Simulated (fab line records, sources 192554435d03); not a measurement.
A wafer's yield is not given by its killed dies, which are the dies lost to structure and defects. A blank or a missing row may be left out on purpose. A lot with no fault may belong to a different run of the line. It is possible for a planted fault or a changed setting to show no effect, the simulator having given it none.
fab line records || flow n5-finfet
[record] {"lots": 6, "wafers": 18, "last-day": 17}
route steps=1938 shown BEOL_M14@1731
lots untouched by any fault: they come from a run of this same line in which no faults occurred
start-h: the number of hours between the record's first day and the start of the first shown wafer of the lot || wait-h: hours since the lot's step before || " as in the row above || L1.1+2: one row covering several wafers at once || - no value, or no start given || * or withheld: withheld || < > ~ a bound
route shown NAME@n: NAME is a module with steps in the file, n the number in the route of the first one || usual: mean/standard deviation of fault-free wafers || same: alike in all rows || chamber/n: place in a boat || sites: the reading at each site || _std_site: the values' standard deviation || _edge_site: inner sites' mean taken away from outer sites' mean || radius-mm: how far each site lies from the wafer's centre || mask NAME#n: copy n || behind: the most recent tool/chamber to have shaped the wafer || hold: cause of the lot's hold/its duration in hours/its outcome || device: whichever transistor did not switch (one of n, p or np) || end of line: the tests these same wafers got at the end of their route || step lacking rows: just its recipe || killed: not the wafer's yield, but the dies lost to structure and defects at the first sort || map: dies across one wafer; x = killed, . = not, _ = none there
set.NAME: the run value of the setting; set.NAME@STEP: its run value at that earlier step || model.NAME: the simulator's own value behind a step, which no gauge read
certain route steps with their lots: each step a table, each wafer a row
services: when a tool's chamber went out of use (start-h, in hours from the record's first day, below 0 if earlier), for how many hours, and the reason
[[steps]]
[step N5_BEOL_M14_VIA_ETCH_16]
[recipe] {"chemistry": "C4F8/O2/Ar", "target": "SiO2", "he-inner-torr": 15, "he-outer-torr": 30, "target-depth-a": 12313, "time-s": "withheld", "ion-energy-ev": 800, "pressure-mtorr": 20, "source-w": 1905, "bias-w": 2040, "Ar_flow_sccm": 400, "C4F8_flow_sccm": 16, "O2_flow_sccm": 12, "ends": "cleared"}
[usual] {"O2_flow_sccm": "12.00/0.036", "drypump-motor-current-A": "5.9/0.53", "oes-product-au": "0.72/0.068", "rf-vpp-V": "2229/17", "showerhead-plenum-p-Torr": "3.41/0.097", "throttle-valve-pct": "30.88/0.24"}
{"lot.wafer": "L522.2", "tool": "rie-diel-04", "chamber": 1, "start-h": 285.05, "wait-h": 0.0, "O2_flow_sccm": 11.96, "drypump-motor-current-A": 6.0, "oes-product-au": 0.80, "rf-vpp-V": 2216, "showerhead-plenum-p-Torr": 3.35, "throttle-valve-pct": 30.82}
{"lot.wafer": "L522.3", "tool": "rie-diel-04", "chamber": 2, "start-h": 285.05, "wait-h": 0.0, "O2_flow_sccm": 12.06, "drypump-motor-current-A": 5.9, "oes-product-au": 0.71, "rf-vpp-V": 2243, "showerhead-plenum-p-Torr": 3.32, "throttle-valve-pct": 30.98}
{"lot.wafer": "L522.5", "tool": "rie-diel-04", "chamber": 0, "start-h": 285.05, "wait-h": 0.0, "O2_flow_sccm": 12.05, "drypump-motor-current-A": 6.5, "oes-product-au": 0.80, "rf-vpp-V": 2212, "showerhead-plenum-p-Torr": 3.38, "throttle-valve-pct": 30.85}
{"lot.wafer": "L526.1", "tool": "rie-diel-04", "chamber": 3, "start-h": 299.40, "wait-h": 0.0, "O2_flow_sccm": 11.98, "drypump-motor-current-A": 6.0, "oes-product-au": 0.72, "rf-vpp-V": 2254, "showerhead-plenum-p-Torr": 3.59, "throttle-valve-pct": 30.79}
{"lot.wafer": "L526.3", "tool": "rie-diel-04", "chamber": 1, "start-h": 299.40, "wait-h": 0.0, "O2_flow_sccm": 11.97, "drypump-motor-current-A": 5.9, "oes-product-au": 0.78, "rf-vpp-V": 2216, "showerhead-plenum-p-Torr": 3.35, "throttle-valve-pct": 30.84}
{"lot.wafer": "L526.5", "tool": "rie-diel-04", "chamber": 3, "start-h": 299.40, "wait-h": 0.0, "O2_flow_sccm": 11.98, "drypump-motor-current-A": 6.0, "oes-product-au": 0.72, "rf-vpp-V": 2254, "showerhead-plenum-p-Torr": 3.59, "throttle-valve-pct": 30.79}
{"lot.wafer": "L527.3", "tool": "rie-diel-04", "chamber": 0, "start-h": 310.25, "wait-h": 0.0, "O2_flow_sccm": 12.01, "drypump-motor-current-A": 6.5, "oes-product-au": 0.80, "rf-vpp-V": 2211, "showerhead-plenum-p-Torr": 3.38, "throttle-valve-pct": 30.86}
{"lot.wafer": "L527.5", "tool": "rie-diel-04", "chamber": 3, "start-h": 310.25, "wait-h": 0.0, "O2_flow_sccm": 11.98, "drypump-motor-current-A": 6.0, "oes-product-au": 0.71, "rf-vpp-V": 2252, "showerhead-plenum-p-Torr": 3.59, "throttle-valve-pct": 30.81}
{"lot.wafer": "L527.6", "tool": "rie-diel-04", "chamber": 0, "start-h": 310.25, "wait-h": 0.0, "O2_flow_sccm": 12.04, "drypump-motor-current-A": 6.5, "oes-product-au": 0.80, "rf-vpp-V": 2211, "showerhead-plenum-p-Torr": 3.38, "throttle-valve-pct": 30.86}
{"lot.wafer": "L533.2", "tool": "rie-diel-02", "chamber": 2, "start-h": 349.76, "wait-h": 0.0, "O2_flow_sccm": 11.99, "drypump-motor-current-A": 6.5, "oes-product-au": 0.69, "rf-vpp-V": 2235, "showerhead-plenum-p-Torr": 3.44, "throttle-valve-pct": 31.09}
{"lot.wafer": "L533.3", "tool": "rie-diel-02", "chamber": 1, "start-h": 349.76, "wait-h": 0.0, "O2_flow_sccm": 12.03, "drypump-motor-current-A": 5.5, "oes-product-au": 0.84, "rf-vpp-V": 2233, "showerhead-plenum-p-Torr": 3.50, "throttle-valve-pct": 30.80}
{"lot.wafer": "L533.5", "tool": "rie-diel-02", "chamber": 2, "start-h": 349.76, "wait-h": 0.0, "O2_flow_sccm": 12.04, "drypump-motor-current-A": 6.5, "oes-product-au": 0.69, "rf-vpp-V": 2235, "showerhead-plenum-p-Torr": 3.44, "throttle-valve-pct": 31.12}
{"lot.wafer": "L536.2", "tool": "rie-diel-04", "chamber": 1, "start-h": 361.66, "wait-h": 0.0, "O2_flow_sccm": 12.02, "drypump-motor-current-A": 6.0, "oes-product-au": 0.76, "rf-vpp-V": 2216, "showerhead-plenum-p-Torr": 3.34, "throttle-valve-pct": 30.86}
{"lot.wafer": "L536.5", "tool": "rie-diel-04", "chamber": 2, "start-h": 361.66, "wait-h": 0.0, "O2_flow_sccm": 11.94, "drypump-motor-current-A": 5.8, "oes-product-au": 0.69, "rf-vpp-V": 2241, "showerhead-plenum-p-Torr": 3.31, "throttle-valve-pct": 31.02}
{"lot.wafer": "L536.6", "tool": "rie-diel-04", "chamber": 3, "start-h": 361.66, "wait-h": 0.0, "O2_flow_sccm": 12.04, "drypump-motor-current-A": 6.0, "oes-product-au": 0.70, "rf-vpp-V": 2253, "showerhead-plenum-p-Torr": 3.58, "throttle-valve-pct": 30.80}
{"lot.wafer": "L537.1", "tool": "rie-diel-04", "chamber": 3, "start-h": 373.65, "wait-h": 0.0, "O2_flow_sccm": 11.99, "drypump-motor-current-A": 6.1, "oes-product-au": 0.69, "rf-vpp-V": 2251, "showerhead-plenum-p-Torr": 3.58, "throttle-valve-pct": 30.82}
{"lot.wafer": "L537.4", "tool": "rie-diel-04", "chamber": 1, "start-h": 373.65, "wait-h": 0.0, "O2_flow_sccm": 12.00, "drypump-motor-current-A": 6.0, "oes-product-au": 0.75, "rf-vpp-V": 2217, "showerhead-plenum-p-Torr": 3.34, "throttle-valve-pct": 30.86}
{"lot.wafer": "L537.5", "tool": "rie-diel-04", "chamber": 2, "start-h": 373.65, "wait-h": 0.0, "O2_flow_sccm": 12.01, "drypump-motor-current-A": 5.8, "oes-product-au": 0.68, "rf-vpp-V": 2242, "showerhead-plenum-p-Torr": 3.31, "throttle-valve-pct": 31.03}
[step N5_BEOL_M14_STRIP_63]
[recipe] {"chemistry": "O2", "power-w": 600, "temp-c": 60, "pressure-mtorr": 30, "rf-frequency-hz": 6e+07, "bias-power-w": 0, "overash-fraction": 0.3, "o2-flow-sccm": 225}
[usual] {"drypump-motor-current-A": "5.9/0.53", "oes-product-au": "0.80/0.076", "rf-vpp-V": "3.7/0.91", "showerhead-plenum-p-Torr": "2.08/0.064", "throttle-valve-pct": "16.68/0.21"}
{"lot.wafer": "L522.2", "tool": "rie-diel-04", "chamber": 1, "start-h": "-", "wait-h": "-", "drypump-motor-current-A": 5.9, "oes-product-au": 0.86, "rf-hours-counter-h": 41, "rf-vpp-V": 3.7, "showerhead-plenum-p-Torr": 2.04, "throttle-valve-pct": 16.60}
{"lot.wafer": "L522.3", "tool": "rie-diel-04", "chamber": 2, "start-h": "-", "wait-h": "-", "drypump-motor-current-A": 5.8, "oes-product-au": 0.78, "rf-hours-counter-h": 110, "rf-vpp-V": 6.2, "showerhead-plenum-p-Torr": 2.03, "throttle-valve-pct": 16.75}
{"lot.wafer": "L522.5", "tool": "rie-diel-04", "chamber": 0, "start-h": "-", "wait-h": "-", "drypump-motor-current-A": 6.5, "oes-product-au": 0.90, "rf-hours-counter-h": "-", "rf-vpp-V": 4.6, "showerhead-plenum-p-Torr": 2.06, "throttle-valve-pct": 16.53}
{"lot.wafer": "L526.1", "tool": "rie-diel-04", "chamber": 3, "start-h": "-", "wait-h": "-", "drypump-motor-current-A": 6.0, "oes-product-au": 0.79, "rf-hours-counter-h": 104, "rf-vpp-V": 3.2, "showerhead-plenum-p-Torr": 2.21, "throttle-valve-pct": 16.60}
{"lot.wafer": "L526.3", "tool": "rie-diel-04", "chamber": 1, "start-h": "-", "wait-h": "-", "drypump-motor-current-A": 5.9, "oes-product-au": 0.86, "rf-hours-counter-h": 47, "rf-vpp-V": 4.8, "showerhead-plenum-p-Torr": 2.04, "throttle-valve-pct": 16.60}
{"lot.wafer": "L526.5", "tool": "rie-diel-04", "chamber": 3, "start-h": "-", "wait-h": "-", "drypump-motor-current-A": 6.0, "oes-product-au": 0.78, "rf-hours-counter-h": "-", "rf-vpp-V": 3.1, "showerhead-plenum-p-Torr": 2.21, "throttle-valve-pct": 16.65}
{"lot.wafer": "L527.3", "tool": "rie-diel-04", "chamber": 0, "start-h": "-", "wait-h": "-", "drypump-motor-current-A": 6.5, "oes-product-au": 0.89, "rf-hours-counter-h": 37, "rf-vpp-V": 3.4, "showerhead-plenum-p-Torr": 2.06, "throttle-valve-pct": 16.56}
{"lot.wafer": "L527.5", "tool": "rie-diel-04", "chamber": 3, "start-h": "-", "wait-h": "-", "drypump-motor-current-A": 6.0, "oes-product-au": 0.80, "rf-hours-counter-h": "-", "rf-vpp-V": 3.6, "showerhead-plenum-p-Torr": 2.20, "throttle-valve-pct": 16.63}
{"lot.wafer": "L527.6", "tool": "rie-diel-04", "chamber": 0, "start-h": "-", "wait-h": "-", "drypump-motor-current-A": 6.5, "oes-product-au": 0.89, "rf-hours-counter-h": "-", "rf-vpp-V": 5.4, "showerhead-plenum-p-Torr": 2.06, "throttle-valve-pct": 16.55}
{"lot.wafer": "L533.2", "tool": "rie-diel-02", "chamber": 2, "start-h": "-", "wait-h": "-", "drypump-motor-current-A": 6.5, "oes-product-au": 0.75, "rf-hours-counter-h": 151, "rf-vpp-V": 5.7, "showerhead-plenum-p-Torr": 2.09, "throttle-valve-pct": 16.89}
{"lot.wafer": "L533.3", "tool": "rie-diel-02", "chamber": 1, "start-h": "-", "wait-h": "-", "drypump-motor-current-A": 5.5, "oes-product-au": 0.93, "rf-hours-counter-h": 18, "rf-vpp-V": 3.0, "showerhead-plenum-p-Torr": 2.14, "throttle-valve-pct": 16.55}
{"lot.wafer": "L533.5", "tool": "rie-diel-02", "chamber": 2, "start-h": "-", "wait-h": "-", "drypump-motor-current-A": 6.5, "oes-product-au": 0.75, "rf-hours-counter-h": "-", "rf-vpp-V": 4.1, "showerhead-plenum-p-Torr": 2.09, "throttle-valve-pct": 16.85}
{"lot.wafer": "L536.2", "tool": "rie-diel-04", "chamber": 1, "start-h": "-", "wait-h": "-", "drypump-motor-current-A": 5.9, "oes-product-au": 0.83, "rf-hours-counter-h": 67, "rf-vpp-V": 3.9, "showerhead-plenum-p-Torr": 2.04, "throttle-valve-pct": 16.65}
{"lot.wafer": "L536.5", "tool": "rie-diel-04", "chamber": 2, "start-h": "-", "wait-h": "-", "drypump-motor-current-A": 5.8, "oes-product-au": 0.76, "rf-hours-counter-h": "-", "rf-vpp-V": 2.6, "showerhead-plenum-p-Torr": 2.02, "throttle-valve-pct": 16.83}
{"lot.wafer": "L536.6", "tool": "rie-diel-04", "chamber": 3, "start-h": "-", "wait-h": "-", "drypump-motor-current-A": 6.0, "oes-product-au": 0.78, "rf-hours-counter-h": "-", "rf-vpp-V": 4.2, "showerhead-plenum-p-Torr": 2.20, "throttle-valve-pct": 16.64}
{"lot.wafer": "L537.1", "tool": "rie-diel-04", "chamber": 3, "start-h": "-", "wait-h": "-", "drypump-motor-current-A": 6.0, "oes-product-au": 0.77, "rf-hours-counter-h": 130, "rf-vpp-V": 4.0, "showerhead-plenum-p-Torr": 2.20, "throttle-valve-pct": 16.68}
{"lot.wafer": "L537.4", "tool": "rie-diel-04", "chamber": 1, "start-h": "-", "wait-h": "-", "drypump-motor-current-A": 5.9, "oes-product-au": 0.83, "rf-hours-counter-h": 72, "rf-vpp-V": 2.6, "showerhead-plenum-p-Torr": 2.03, "throttle-valve-pct": 16.66}
{"lot.wafer": "L537.5", "tool": "rie-diel-04", "chamber": 2, "start-h": "-", "wait-h": "-", "drypump-motor-current-A": 5.8, "oes-product-au": 0.76, "rf-hours-counter-h": "-", "rf-vpp-V": 3.0, "showerhead-plenum-p-Torr": 2.01, "throttle-valve-pct": 16.85}
[step N5_BEOL_M14_STRIP_64]
[recipe] {"chemistry": "O2", "power-w": 600, "temp-c": 60, "pressure-mtorr": 30, "rf-frequency-hz": 6e+07, "bias-power-w": 0, "overash-fraction": 0.3, "o2-flow-sccm": 225}
[usual] {"drypump-motor-current-A": "5.9/0.53", "oes-product-au": "0.80/0.075", "rf-vpp-V": "3.7/0.48", "showerhead-plenum-p-Torr": "2.08/0.064", "throttle-valve-pct": "16.68/0.21"}
{"lot.wafer": "L522.2", "tool": "rie-diel-04", "chamber": 1, "start-h": "-", "wait-h": "-", "drypump-motor-current-A": 6.0, "oes-product-au": 0.88, "rf-hours-counter-h": 41, "rf-vpp-V": 3.8, "showerhead-plenum-p-Torr": 2.04, "throttle-valve-pct": 16.59}
{"lot.wafer": "L522.3", "tool": "rie-diel-04", "chamber": 2, "start-h": "-", "wait-h": "-", "drypump-motor-current-A": 5.8, "oes-product-au": 0.78, "rf-hours-counter-h": 110, "rf-vpp-V": 3.8, "showerhead-plenum-p-Torr": 2.03, "throttle-valve-pct": 16.78}
{"lot.wafer": "L522.5", "tool": "rie-diel-04", "chamber": 0, "start-h": "-", "wait-h": "-", "drypump-motor-current-A": 6.5, "oes-product-au": 0.90, "rf-hours-counter-h": "-", "rf-vpp-V": 4.1, "showerhead-plenum-p-Torr": 2.06, "throttle-valve-pct": 16.54}
{"lot.wafer": "L526.1", "tool": "rie-diel-04", "chamber": 3, "start-h": "-", "wait-h": "-", "drypump-motor-current-A": 6.0, "oes-product-au": 0.79, "rf-hours-counter-h": 104, "rf-vpp-V": 3.3, "showerhead-plenum-p-Torr": 2.21, "throttle-valve-pct": 16.62}
{"lot.wafer": "L526.3", "tool": "rie-diel-04", "chamber": 1, "start-h": "-", "wait-h": "-", "drypump-motor-current-A": 5.9, "oes-product-au": 0.87, "rf-hours-counter-h": 47, "rf-vpp-V": 3.5, "showerhead-plenum-p-Torr": 2.04, "throttle-valve-pct": 16.60}
{"lot.wafer": "L526.5", "tool": "rie-diel-04", "chamber": 3, "start-h": "-", "wait-h": "-", "drypump-motor-current-A": 6.0, "oes-product-au": 0.78, "rf-hours-counter-h": "-", "rf-vpp-V": 3.8, "showerhead-plenum-p-Torr": 2.21, "throttle-valve-pct": 16.61}
{"lot.wafer": "L527.3", "tool": "rie-diel-04", "chamber": 0, "start-h": "-", "wait-h": "-", "drypump-motor-current-A": 6.6, "oes-product-au": 0.88, "rf-hours-counter-h": 37, "rf-vpp-V": 3.3, "showerhead-plenum-p-Torr": 2.06, "throttle-valve-pct": 16.55}
{"lot.wafer": "L527.5", "tool": "rie-diel-04", "chamber": 3, "start-h": "-", "wait-h": "-", "drypump-motor-current-A": 6.0, "oes-product-au": 0.78, "rf-hours-counter-h": "-", "rf-vpp-V": 3.6, "showerhead-plenum-p-Torr": 2.20, "throttle-valve-pct": 16.63}
{"lot.wafer": "L527.6", "tool": "rie-diel-04", "chamber": 0, "start-h": "-", "wait-h": "-", "drypump-motor-current-A": 6.5, "oes-product-au": 0.88, "rf-hours-counter-h": "-", "rf-vpp-V": 4.0, "showerhead-plenum-p-Torr": 2.06, "throttle-valve-pct": 16.55}
{"lot.wafer": "L533.2", "tool": "rie-diel-02", "chamber": 2, "start-h": "-", "wait-h": "-", "drypump-motor-current-A": 6.5, "oes-product-au": 0.76, "rf-hours-counter-h": 151, "rf-vpp-V": 3.9, "showerhead-plenum-p-Torr": 2.09, "throttle-valve-pct": 16.86}
{"lot.wafer": "L533.3", "tool": "rie-diel-02", "chamber": 1, "start-h": "-", "wait-h": "-", "drypump-motor-current-A": 5.5, "oes-product-au": 0.92, "rf-hours-counter-h": 18, "rf-vpp-V": 3.6, "showerhead-plenum-p-Torr": 2.14, "throttle-valve-pct": 16.55}
{"lot.wafer": "L533.5", "tool": "rie-diel-02", "chamber": 2, "start-h": "-", "wait-h": "-", "drypump-motor-current-A": 6.5, "oes-product-au": 0.77, "rf-hours-counter-h": "-", "rf-vpp-V": 3.1, "showerhead-plenum-p-Torr": 2.09, "throttle-valve-pct": 16.86}
{"lot.wafer": "L536.2", "tool": "rie-diel-04", "chamber": 1, "start-h": "-", "wait-h": "-", "drypump-motor-current-A": 5.9, "oes-product-au": 0.84, "rf-hours-counter-h": 67, "rf-vpp-V": 4.0, "showerhead-plenum-p-Torr": 2.04, "throttle-valve-pct": 16.63}
{"lot.wafer": "L536.5", "tool": "rie-diel-04", "chamber": 2, "start-h": "-", "wait-h": "-", "drypump-motor-current-A": 5.8, "oes-product-au": 0.75, "rf-hours-counter-h": "-", "rf-vpp-V": 2.8, "showerhead-plenum-p-Torr": 2.02, "throttle-valve-pct": 16.82}
{"lot.wafer": "L536.6", "tool": "rie-diel-04", "chamber": 3, "start-h": "-", "wait-h": "-", "drypump-motor-current-A": 6.0, "oes-product-au": 0.77, "rf-hours-counter-h": "-", "rf-vpp-V": 3.6, "showerhead-plenum-p-Torr": 2.20, "throttle-valve-pct": 16.67}
{"lot.wafer": "L537.1", "tool": "rie-diel-04", "chamber": 3, "start-h": "-", "wait-h": "-", "drypump-motor-current-A": 6.0, "oes-product-au": 0.77, "rf-hours-counter-h": 130, "rf-vpp-V": 3.9, "showerhead-plenum-p-Torr": 2.20, "throttle-valve-pct": 16.68}
{"lot.wafer": "L537.4", "tool": "rie-diel-04", "chamber": 1, "start-h": "-", "wait-h": "-", "drypump-motor-current-A": 6.0, "oes-product-au": 0.84, "rf-hours-counter-h": 72, "rf-vpp-V": 3.5, "showerhead-plenum-p-Torr": 2.03, "throttle-valve-pct": 16.65}
{"lot.wafer": "L537.5", "tool": "rie-diel-04", "chamber": 2, "start-h": "-", "wait-h": "-", "drypump-motor-current-A": 5.9, "oes-product-au": 0.76, "rf-hours-counter-h": "-", "rf-vpp-V": 3.8, "showerhead-plenum-p-Torr": 2.02, "throttle-valve-pct": 16.82}
[step N5_BEOL_M14_STRIP_71]
[recipe] {"chemistry": "post-etch-residue-remover", "time-s": 60, "temp-c": 25, "remover-ph": "withheld", "remover-water-wt-pct": "withheld", "remover-fluoride-wt-pct": "withheld"}
[step N5_BEOL_M14_SRD_72]
[recipe] {"time-s": 30, "temp-c": 23, "rinse-liquid": "diw", "dry": "n2-spin", "spin-rpm": 1500, "dry-time-s": 30}
[step N5_BEOL_M14_CD_MEAS_17]
[recipe] {"target-cd-nm": 250, "polarity": "opening"}
[usual] {"cd-nm": "251.1/1.4"}
{"lot.wafer": "L522.2", "tool": "cd-sem-03", "chamber": "-", "start-h": 285.40, "wait-h": 0.0, "cd-nm": 250.1}
{"lot.wafer": "L522.3", "tool": "cd-sem-03", "chamber": "-", "start-h": 285.40, "wait-h": 0.0, "cd-nm": 248.3}
{"lot.wafer": "L522.5", "tool": "cd-sem-03", "chamber": "-", "start-h": 285.40, "wait-h": 0.0, "cd-nm": 251.1}
{"lot.wafer": "L526.1", "tool": "cd-sem-02", "chamber": "-", "start-h": 299.75, "wait-h": 0.0, "cd-nm": 250.6}
{"lot.wafer": "L526.3", "tool": "cd-sem-02", "chamber": "-", "start-h": 299.75, "wait-h": 0.0, "cd-nm": 250.6}
{"lot.wafer": "L526.5", "tool": "cd-sem-02", "chamber": "-", "start-h": 299.75, "wait-h": 0.0, "cd-nm": 252.9}
{"lot.wafer": "L527.3", "tool": "cd-sem-02", "chamber": "-", "start-h": 310.60, "wait-h": 0.0, "cd-nm": 252.5}
{"lot.wafer": "L527.5", "tool": "cd-sem-02", "chamber": "-", "start-h": 310.60, "wait-h": 0.0, "cd-nm": 252.3}
{"lot.wafer": "L527.6", "tool": "cd-sem-02", "chamber": "-", "start-h": 310.60, "wait-h": 0.0, "cd-nm": 252.3}
{"lot.wafer": "L533.2", "tool": "cd-sem-01", "chamber": "-", "start-h": 350.12, "wait-h": 0.0, "cd-nm": 251.0}
{"lot.wafer": "L533.3", "tool": "cd-sem-01", "chamber": "-", "start-h": 350.12, "wait-h": 0.0, "cd-nm": 250.4}
{"lot.wafer": "L533.5", "tool": "cd-sem-01", "chamber": "-", "start-h": 350.12, "wait-h": 0.0, "cd-nm": 253.0}
{"lot.wafer": "L536.2", "tool": "cd-sem-02", "chamber": "-", "start-h": 362.01, "wait-h": 0.0, "cd-nm": 251.5}
{"lot.wafer": "L536.5", "tool": "cd-sem-02", "chamber": "-", "start-h": 362.01, "wait-h": 0.0, "cd-nm": 250.4}
{"lot.wafer": "L536.6", "tool": "cd-sem-02", "chamber": "-", "start-h": 362.01, "wait-h": 0.0, "cd-nm": 249.9}
{"lot.wafer": "L537.1", "tool": "cd-sem-02", "chamber": "-", "start-h": 374.00, "wait-h": 0.0, "cd-nm": 250.0}
{"lot.wafer": "L537.4", "tool": "cd-sem-02", "chamber": "-", "start-h": 374.00, "wait-h": 0.0, "cd-nm": 250.7}
{"lot.wafer": "L537.5", "tool": "cd-sem-02", "chamber": "-", "start-h": 374.00, "wait-h": 0.0, "cd-nm": 252.4}
[step N5_BEOL_M14_COAT_65]
[recipe] {"resist": "SOC", "temp-c": 250, "time-s": 60, "spin-rpm": 1500, "resist-thk-nm": 450}
[step N5_BEOL_M14_COAT_66]
[recipe] {"resist": "SiARC", "temp-c": 220, "time-s": 60, "spin-rpm": 1500, "resist-thk-nm": 110}
[step N5_BEOL_M14_COAT_22]
[recipe] {"spin-rpm": 2888, "resist-thk-nm": 300}
[step N5_BEOL_M14_EBR_24]
[recipe] {"solvent": "PGMEA", "ebr-width-mm": 1.5}
[step N5_BEOL_M14_SOFTBAKE_23]
[recipe] {"temp-c": 130, "time-s": 60}
[step N5_BEOL_M14_EXPOSE_25]
[recipe] {"mask-id": "M14", "na": 0.8, "source-shape": "annular", "sigma-inner": 0.5, "sigma-outer": 0.8, "polarization": "unpolarized", "target-cd-nm": 280, "dose-mj": 26.6}
[step N5_BEOL_M14_PEB_26]
[recipe] {"peb-temp-c": 130, "peb-time-s": 90}
[usual] {"chill-plate-temp-C": "22.98/0.1", "exhaust-pa": "44.9/0.82", "resist-line-temp-C": "22.98/0.1"}
{"lot.wafer": "L522.2", "tool": "litho-track-02", "chamber": 0, "start-h": 285.61, "wait-h": 0.0, "chill-plate-temp-C": 22.97, "exhaust-pa": 45.2, "resist-line-temp-C": 23.10}
{"lot.wafer": "L522.3", "tool": "litho-track-02", "chamber": 0, "start-h": 285.61, "wait-h": 0.0, "chill-plate-temp-C": 22.91, "exhaust-pa": 44.0, "resist-line-temp-C": 23.05}
{"lot.wafer": "L522.5", "tool": "litho-track-02", "chamber": 0, "start-h": 285.61, "wait-h": 0.0, "chill-plate-temp-C": 22.95, "exhaust-pa": 45.5, "resist-line-temp-C": 23.00}
{"lot.wafer": "L526.1", "tool": "litho-track-04", "chamber": "-", "start-h": 299.96, "wait-h": 0.1, "chill-plate-temp-C": "-", "exhaust-pa": "-", "resist-line-temp-C": "-"}
{"lot.wafer": "L526.3", "tool": "litho-track-04", "chamber": "-", "start-h": 299.96, "wait-h": 0.1, "chill-plate-temp-C": "-", "exhaust-pa": "-", "resist-line-temp-C": "-"}
{"lot.wafer": "L526.5", "tool": "litho-track-04", "chamber": "-", "start-h": 299.96, "wait-h": 0.1, "chill-plate-temp-C": "-", "exhaust-pa": "-", "resist-line-temp-C": "-"}
{"lot.wafer": "L527.3", "tool": "litho-track-05", "chamber": "-", "start-h": 310.81, "wait-h": 0.0, "chill-plate-temp-C": "-", "exhaust-pa": "-", "resist-line-temp-C": "-"}
{"lot.wafer": "L527.5", "tool": "litho-track-05", "chamber": "-", "start-h": 310.81, "wait-h": 0.0, "chill-plate-temp-C": "-", "exhaust-pa": "-", "resist-line-temp-C": "-"}
{"lot.wafer": "L527.6", "tool": "litho-track-05", "chamber": "-", "start-h": 310.81, "wait-h": 0.0, "chill-plate-temp-C": "-", "exhaust-pa": "-", "resist-line-temp-C": "-"}
{"lot.wafer": "L533.2", "tool": "litho-track-02", "chamber": 0, "start-h": 350.45, "wait-h": 0.0, "chill-plate-temp-C": 22.99, "exhaust-pa": 45.9, "resist-line-temp-C": 23.05}
{"lot.wafer": "L533.3", "tool": "litho-track-02", "chamber": 0, "start-h": 350.45, "wait-h": 0.0, "chill-plate-temp-C": 23.01, "exhaust-pa": 43.7, "resist-line-temp-C": 23.18}
{"lot.wafer": "L533.5", "tool": "litho-track-02", "chamber": 0, "start-h": 350.45, "wait-h": 0.0, "chill-plate-temp-C": 22.93, "exhaust-pa": 44.3, "resist-line-temp-C": 23.09}
{"lot.wafer": "L536.2", "tool": "litho-track-05", "chamber": 0, "start-h": 362.34, "wait-h": 0.0, "chill-plate-temp-C": 22.77, "exhaust-pa": 44.5, "resist-line-temp-C": 22.93}
{"lot.wafer": "L536.5", "tool": "litho-track-05", "chamber": 0, "start-h": 362.34, "wait-h": 0.0, "chill-plate-temp-C": 22.78, "exhaust-pa": 46.8, "resist-line-temp-C": 23.05}
{"lot.wafer": "L536.6", "tool": "litho-track-05", "chamber": 0, "start-h": 362.34, "wait-h": 0.0, "chill-plate-temp-C": 22.76, "exhaust-pa": 46.5, "resist-line-temp-C": 23.01}
{"lot.wafer": "L537.1", "tool": "litho-track-04", "chamber": 0, "start-h": 374.21, "wait-h": 0.1, "chill-plate-temp-C": 22.87, "exhaust-pa": 45.7, "resist-line-temp-C": 22.81}
{"lot.wafer": "L537.4", "tool": "litho-track-04", "chamber": 0, "start-h": 374.21, "wait-h": 0.1, "chill-plate-temp-C": 22.90, "exhaust-pa": 45.3, "resist-line-temp-C": 22.76}
{"lot.wafer": "L537.5", "tool": "litho-track-04", "chamber": 0, "start-h": 374.21, "wait-h": 0.1, "chill-plate-temp-C": 22.93, "exhaust-pa": 44.7, "resist-line-temp-C": 22.89}
[step N5_BEOL_M14_DEVELOP_27]
[recipe] {"develop-time-s": 45, "rinse-liquid": "diw", "dry": "air-spin", "dev-temp-c": 21}
[[services]]
{"tool": "rie-diel-02", "chamber": 1, "start-h": 284.06, "hours": "-", "kind": "clean"}
{"tool": "rie-diel-02", "chamber": 1, "start-h": 284.06, "hours": "-", "kind": "consumable-replace:focus-ring"}
{"tool": "rie-diel-02", "chamber": 1, "start-h": 284.06, "hours": 13.9, "kind": "scheduled-down"}
{"tool": "rie-diel-02", "chamber": 1, "start-h": 284.06, "hours": 13.9, "kind": "vent-cycle"}
{"tool": "rie-diel-04", "chamber": 1, "start-h": 342.58, "hours": 5.9, "kind": "repair"}
{"tool": "rie-diel-04", "chamber": 3, "start-h": 353.66, "hours": 5.1, "kind": "repair"}
[[key]]
[first-sign] {"step": "N5_BEOL_M14_PEB_26", "reading": "tool-record", "direction": "missing"}
effect none on later readings
met-at N5_BEOL_M14_PEB_26
struck-wafers L526.1,L526.3,L526.5,L527.3,L527.5,L527.6
later-rows-left-out L526.1,L526.3,L526.5,L527.3,L527.5,L527.6
sort-left-out L526.1,L526.3,L526.5,L527.3,L527.5,L527.6
[fault] {"kind": "skipped-step-whole", "tool": "litho-track-04,litho-track-05", "chamber": "-", "onset-h": 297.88, "steps": "N5_BEOL_M14_PEB_26", "scope": "struck-lots-only"}
// sort-left-out: the simulated sort isn't trusted on such a fault, so these wafers' sort isn't shown, and their yield isn't known
// later-rows-left-out: the simulator's readings of these wafers behind a module that went badly wrong aren't trusted and aren't shown, but for the sort
